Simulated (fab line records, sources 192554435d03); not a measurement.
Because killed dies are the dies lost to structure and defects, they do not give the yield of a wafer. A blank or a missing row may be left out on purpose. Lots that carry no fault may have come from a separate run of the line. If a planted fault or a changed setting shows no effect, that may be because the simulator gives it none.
Problem report, 8D (eight disciplines) form, completed by code || flow n5_finfet || the parts of the form that need people (team, actions taken, sign-off) are left out

== 1. THE ISSUE ==
cf4_flow_sccm at N5_MIM_BOT_ETCH_ETCH_04 reads a mean of 69.8 sccm on 6 wafers of 2 lots; wafers without a fault read 100.0 sccm with a standard deviation of 0.3. That is -99 or more standard deviations from the usual mean.
The step: etches SiNx in CF4/O2, target depth 26 nm, time 13 s.
Earliest sighting: wafer L560.3 on rie_diel-02 at day 15 07:54. The record holds 33 wafers of 11 lots with a number at this step. By rule, "out" or "out of limits" means more than 4 standard deviations away from the usual mean. The rest of the wafers with a number are treated as sound.

== 2. WHAT IT IS AND WHAT IT IS NOT ==
{"question": "which readings at this step", "is": "cf4_flow_sccm, showerhead_plenum_p_Torr", "is not": "drypump_motor_current_A, oes_product_au"}
{"question": "which lots", "is": "L560, L563", "is not": "L548, L550, L553, L555, L556, L564, L566, L568, L570"}
{"question": "which wafers of those lots", "is": "all that have a number", "is not": "-"}
{"question": "read on which tools", "is": "rie_diel-02", "is not": "rie_diel-01, rie_diel-05"}
{"question": "when", "is": "from day 15 07:54", "is not": "up to then (15 sound wafers); but 12 sound wafers of L564, L566, L568, L570 came after"}

== 3. WHAT RULES OUT EACH SUSPECT ==
Counting: a tool at any process step up to the reading remains a suspect when it ran all the lots that are out and ran no sound lot after the first of those.
- rie_diel-02 at N5_MIM_BOT_ETCH_ETCH_04 (etches SiNx in CF4/O2, target depth 26 nm, time 13 s): kept. It processed each lot that is out, first L560 at day 15 07:54, and no sound lot thereafter; up to then, the last sound lot it processed was L556 at day 14 00:56. Out on those wafers are its own readings of cf4_flow_sccm, showerhead_plenum_p_Torr.
Left after counting: rie_diel-02 at N5_MIM_BOT_ETCH_ETCH_04.

== 4. THE CAUSE (what the simulator had put in) ==
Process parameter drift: rie_diel-02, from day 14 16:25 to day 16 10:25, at N5_MIM_BOT_ETCH_ETCH_04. The setting cf4_flow_sccm was moved by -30, starting from 100. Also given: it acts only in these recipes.
Only this tool survived the counting.

== 5. THE CHAIN OF EFFECTS, in route order ==
One row per reading whose mean, taken over the struck wafers that have a number, lies over 3 standard deviations from the usual. Only readings for which the record gives a usual standard deviation are gone through. hours: the time from each lot's start at the first step in this table that gives one to its start at this step, as a median over the lots. sigmas: the change in usual standard deviations.
{"hours": 0, "step": "N5_MIM_BOT_ETCH_ETCH_04", "reading": "cf4_flow_sccm", "usual": "100.0 sccm", "on struck wafers": 69.8, "change": -30.2, "sigmas": "-99 or more"}
{"hours": 0, "step": "N5_MIM_BOT_ETCH_ETCH_04", "reading": "oes_o_777_au", "usual": "0.78 a.u.", "on struck wafers": 1.06, "change": "+0.28", "sigmas": "+3.2"}
{"hours": 0, "step": "N5_MIM_BOT_ETCH_ETCH_04", "reading": "rf_vpp_V", "usual": "240.3 V", "on struck wafers": 230.5, "change": -9.8, "sigmas": -4.9}
{"hours": 0, "step": "N5_MIM_BOT_ETCH_ETCH_04", "reading": "showerhead_plenum_p_Torr", "usual": "2.16 Torr", "on struck wafers": 1.94, "change": -0.22, "sigmas": -6.4}
{"hours": 0, "step": "N5_MIM_BOT_ETCH_ETCH_04", "reading": "throttle_valve_pct", "usual": "16.00 %", "on struck wafers": 15.00, "change": -1.00, "sigmas": -4.0}
Process steps it contains:
- N5_MIM_BOT_ETCH_ETCH_04: etches SiNx in CF4/O2, target depth 26 nm, time 13 s.

== 6. WHAT WOULD HAVE CAUGHT IT SOONER ==
First out-of-limits reading in this record: day 15 07:54, which is 15 hours after fault onset at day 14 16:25.
